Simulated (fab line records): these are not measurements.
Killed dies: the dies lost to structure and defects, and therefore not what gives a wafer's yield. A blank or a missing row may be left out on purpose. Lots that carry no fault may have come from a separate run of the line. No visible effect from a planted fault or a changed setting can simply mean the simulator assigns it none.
fab line records	flow n5-finfet
record lots=4	wafers=12	last-day=16
route steps=1938 shown BEOL_M11@1548
lots with no fault: from the same line, run without faults
start-h: the number of hours between the record's first day and the start of the first shown wafer of the lot	wait-h: hours from the lot's prior step to this one	" as in the row above	L1.1+2: several wafers, shown together as one row	- either no value or no given start	* or withheld: withheld	< > ~ a bound
route shown NAME@n: a module of which the file shows steps, and the number in the route of the first	usual: the fault-free wafers' mean and standard deviation	same: alike in all rows	chamber/n: place in a boat	sites: per-site readings	_std_site: the values' standard deviation	_edge_site: mean of outer sites minus mean of inner sites	radius-mm: for every site, how far away it sits from the centre of the wafer	mask NAME#n: copy n	behind: the most recent tool/chamber to have shaped the wafer	hold: cause of the lot's hold/its duration in hours/its outcome	device: which transistor (n, p or np) failed to switch	end of line: the tests these same wafers got at the end of their route	where a step has no rows: the recipe by itself	killed: dies that structure and defects cost at the first sort, which is not the same as the wafer's yield	map: a wafer's dies, marking killed ones x, the rest . and places with no die _
set.NAME: the setting that was run; set.NAME@STEP: the one run at that earlier step	model.NAME: the simulator's own value behind a step, which no gauge read
lots at some steps of the route; a table a step, a row a wafer
services: a tool's chamber out of use, with start hour (start-h, from the record's first day; less than 0 if before it), hours out, and reason
## steps
# step N5_BEOL_M11_DEVELOP_10
# recipe develop-time-s=30	developer=TMAH	resist=CAR-ArF	rinse-liquid=diw	dry=air-spin	dev-temp-c=23
# step N5_BEOL_M11_DESCUM_16
# recipe chemistry=O2	time-s=7.9	source-power-w=50	bias-power-w=20	pressure-mtorr=20	rf-frequency-hz=2.712e+07	temp-c=40	resist=CAR-ArF	o2-flow-sccm=225
# step N5_BEOL_M11_ETCH_61
# recipe chemistry=CF4	target=SiARC	target-depth-a=390	mask-material=CAR-ArF	time-s=65	ion-energy-ev=80	pressure-mtorr=40	source-w=545	bias-w=36	Ar_flow_sccm=100	cf4-flow-sccm=100	ends=cleared
# step N5_BEOL_M11_ETCH_62
# recipe chemistry=N2/H2	target=SOC	target-depth-a=1100	overetch-a=220	mask-material=SiARC	temp-c=40	time-s=165	ion-energy-ev=200	pressure-mtorr=30	source-w=840	bias-w=150	n2-flow-sccm=200	h2-flow-sccm=200
# step N5_BEOL_M11_STRIP_68
# recipe chemistry=N2/H2	temp-c=40	n2-flow-sccm=200	h2-flow-sccm=200	rf-frequency-hz=6e+07
# step N5_BEOL_M11_STRIP_67
# recipe chemistry=CF4	resist=SiARC	power-w=300	bias-power-w=75	pressure-mtorr=50	cf4-flow-sccm=150	rf-frequency-hz=6e+07
# step N5_BEOL_M11_HM_OPEN_17
# recipe chemistry=Cl2/BCl3	target-depth-a=200	overetch-a=60	target=TiN	mask-material=SOC	ion-energy-ev=150	pressure-mtorr=10	icp-w=1000	bias-w=126	Cl2_flow_sccm=53.25	bcl3-flow-sccm=21.75	Ar_flow_sccm=25
# step N5_BEOL_M11_STRIP_19
# recipe chemistry=O2	power-w=400	temp-c=40	pressure-mtorr=30	rf-frequency-hz=6e+07	bias-power-w=0	overash-fraction=0.2	o2-flow-sccm=225
# step N5_BEOL_M11_COAT_63
# recipe resist=SOC	temp-c=250	time-s=60	spin-rpm=1500	resist-thk-nm=100
# usual heater-power-total-W=500.7/1.8	spin-speed-rpm=1499.9/0.88
lot.wafer	tool	chamber	start-h	wait-h	heater-power-total-W	spin-speed-rpm	model.SOC_of_BEOL_M11_COAT_63.thk-nm
L831.2	litho-track-04	0	271.86	1.3	499.9	1498.2	99.8
L831.4	"	0	"	"	498.7	1501.3	99.6
L831.5	"	0	"	"	500.6	1498.3	100
L837.4	litho-track-04	0	320.77	0.0	501.1	1260.4	109.2
L837.5	"	0	"	"	500.3	1260.4	109.2
L837.6	"	0	"	"	500.7	1258.4	109
L839.1	litho-track-04	0	331.43	0.1	501.6	1259.8	109.2
L839.2	"	0	"	"	503.0	1260.0	109.4
L839.3	"	0	"	"	503.0	1258.9	109.8
L840.2	litho-track-02	0	343.34	0.8	502.2	1499.0	100.2
L840.3	"	0	"	"	502.8	1499.3	100
L840.5	"	0	"	"	499.1	1500.3	100.2
# step N5_BEOL_M11_COAT_64
# recipe resist=SiARC	temp-c=220	time-s=60	spin-rpm=1500	resist-thk-nm=30
# step N5_BEOL_M11_COAT_22
# recipe resist=CAR-ArF	spin-rpm=1500	resist-thk-nm=90
# step N5_BEOL_M11_EBR_24
# recipe solvent=PGMEA	ebr-width-mm=1.5
# step N5_BEOL_M11_SOFTBAKE_23
# recipe temp-c=110	time-s=60	resist=CAR-ArF
# step N5_BEOL_M11_EXPOSE_25
# recipe mask-id=V10	na=1.35	source-shape=annular	sigma-inner=0.5	sigma-outer=0.8	polarization=unpolarized	dose-mj=85.5
# step N5_BEOL_M11_PEB_26
# recipe peb-temp-c=withheld	peb-time-s=60	resist=CAR-ArF
# step N5_BEOL_M11_DEVELOP_27
# recipe develop-time-s=30	developer=TMAH	resist=CAR-ArF	rinse-liquid=diw	dry=air-spin	dev-temp-c=23
# step N5_BEOL_M11_DESCUM_33
# recipe chemistry=O2	time-s=7.9	source-power-w=50	bias-power-w=20	pressure-mtorr=20	rf-frequency-hz=2.712e+07	temp-c=40	resist=CAR-ArF	o2-flow-sccm=225
# step N5_BEOL_M11_ETCH_65
# recipe chemistry=CF4	target=SiARC	target-depth-a=390	mask-material=CAR-ArF	time-s=65	ion-energy-ev=80	pressure-mtorr=40	source-w=545	bias-w=36	Ar_flow_sccm=100	cf4-flow-sccm=100	ends=cleared
# step N5_BEOL_M11_ETCH_66
# recipe chemistry=N2/H2	target=SOC	target-depth-a=1200	overetch-a=240	mask-material=SiARC	temp-c=40	time-s=180	ion-energy-ev=200	pressure-mtorr=30	source-w=840	bias-w=150	n2-flow-sccm=200	h2-flow-sccm=200
# usual drypump-motor-current-A=5.8/0.45	h2-flow-sccm=200.1/0.61	oes-product-au=0.64/0.055	rf-vpp-V=523.9/2.9	showerhead-plenum-p-Torr=2.54/0.1	throttle-valve-pct=17.86/0.22
lot.wafer	tool	chamber	start-h	wait-h	drypump-motor-current-A	h2-flow-sccm	oes-product-au	rf-hours-counter-h	rf-vpp-V	showerhead-plenum-p-Torr	throttle-valve-pct	model.etch.depth-nm
L831.2	rie-diel-03	0	272.41	0.0	5.4	199.5	0.59	178	524.0	2.53	17.94	99.76
L831.4	"	3	"	"	6.0	200.2	0.71	43	529.3	2.70	18.01	99.7
L831.5	"	3	"	"	6.1	200.2	0.72	-	528.1	2.70	17.99	99.93
L837.4	rie-diel-03	1	322.09	0.0	6.0	199.8	0.60	238	521.2	2.39	17.90	109.2
L837.5	"	1	"	"	6.0	199.9	0.60	-	519.8	2.39	17.88	109.2
L837.6	"	2	"	"	6.2	201.0	0.67	-	524.7	2.56	17.63	109.1
L839.1	rie-diel-03	1	331.98	0.0	6.0	199.9	0.59	243	519.1	2.39	17.89	109.3
L839.2	"	2	"	"	6.2	200.6	0.68	115	523.3	2.56	17.63	109.3
L839.3	"	3	"	"	6.1	199.8	0.71	69	528.0	2.69	18.05	109.8
L840.2	rie-diel-04	2	343.90	0.0	4.8	199.5	0.57	213	526.1	2.63	17.71	100.2
L840.3	"	1	"	"	5.4	200.5	0.65	86	520.6	2.46	18.23	99.96
L840.5	"	2	"	"	4.8	200.5	0.57	-	526.3	2.63	17.70	100.3
# step N5_BEOL_M11_STRIP_69
# recipe chemistry=N2/H2	temp-c=40	n2-flow-sccm=200	h2-flow-sccm=200	rf-frequency-hz=6e+07
# step N5_BEOL_M11_VIA_ETCH_34
# recipe chemistry=C4F6/O2	target=SiCOH_lowk	target-depth-a=1845	mask-material=SOC	taper-deg=4	time-s=69.2	ion-energy-ev=250	pressure-mtorr=30	source-w=345	bias-w=185	Ar_flow_sccm=300	C4F6_flow_sccm=10	O2_flow_sccm=10
# usual drypump-motor-current-A=5.8/0.45	mfc-ar-sccm=300.0/0.89	oes-product-au=0.79/0.071	rf-vpp-V=661/6.7	showerhead-plenum-p-Torr=2.85/0.11	throttle-valve-pct=20.93/0.21
lot.wafer	tool	chamber	start-h	wait-h	drypump-motor-current-A	mfc-ar-sccm	oes-product-au	rf-hours-counter-h	rf-vpp-V	showerhead-plenum-p-Torr	throttle-valve-pct	model.SOC_of_BEOL_M11_COAT_63.thk-nm
L831.2	rie-diel-03	0	272.54	0.0	5.4	298.4	0.74	178	667	2.84	21.13	91.8
L831.4	"	3	"	"	6.1	301.7	0.88	43	666	3.02	21.08	91.6
L831.5	"	3	"	"	6.1	301.7	0.88	-	663	3.02	21.08	91.8
L837.4	rie-diel-03	1	322.21	0.0	6.0	300.7	0.70	238	650	2.70	20.99	101.2
L837.5	"	1	"	"	6.0	300.4	0.70	-	651	2.70	20.99	101.2
L837.6	"	2	"	"	6.2	300.8	0.80	-	663	2.86	20.73	101.2
L839.1	rie-diel-03	1	332.10	0.0	6.0	299.4	0.69	243	649	2.70	21.00	101.2
L839.2	"	2	"	"	6.2	300.5	0.78	115	665	2.86	20.75	101.4
L839.3	"	3	"	"	6.1	299.2	0.85	69	664	3.01	21.13	101.6
L840.2	rie-diel-04	2	344.02	0.0	4.8	299.9	0.70	213	662	2.93	20.74	92.4
L840.3	"	1	"	"	5.4	300.2	0.80	86	649	2.77	21.33	92
L840.5	"	2	"	"	4.8	300.1	0.70	-	662	2.93	20.75	92.4
# step N5_BEOL_M11_STRIP_73
# recipe chemistry=C4F6/O2	resist=SiARC	rf-frequency-hz=6e+07
## services
tool	chamber	start-h	hours	kind
rie-diel-04	2	270.32	2.7	repair
rie-diel-04	2	293.38	3.7	repair
## key
first-sign step=N5_BEOL_M11_COAT_63	reading=spin-speed-rpm	direction=down	sigmas=99+	usual=*	struck=*
effect none on later readings
model-effect step=N5_BEOL_M11_COAT_63	value=SOC_of_BEOL_M11_COAT_63.thk-nm	without=100.2	struck=109.3
model-effect step=N5_BEOL_M11_ETCH_66	value=etch.depth-nm	without=100.2	struck=109.3
model-effect step=N5_BEOL_M11_VIA_ETCH_34	value=SOC_of_BEOL_M11_COAT_63.thk-nm	without=92.2	struck=101.3
met-at N5_BEOL_M11_COAT_63
struck-wafers L837.4,L837.5,L837.6,L839.1,L839.2,L839.3
onset-between 271.86 320.77
fault kind=process-parameter-drift	tool=litho-track-04	chamber=-	onset-h=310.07	steps=N5_BEOL_M11_COAT_63	channel=spin-rpm	offset=*	shape=step	end-h=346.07	acts-in=*	stated=*
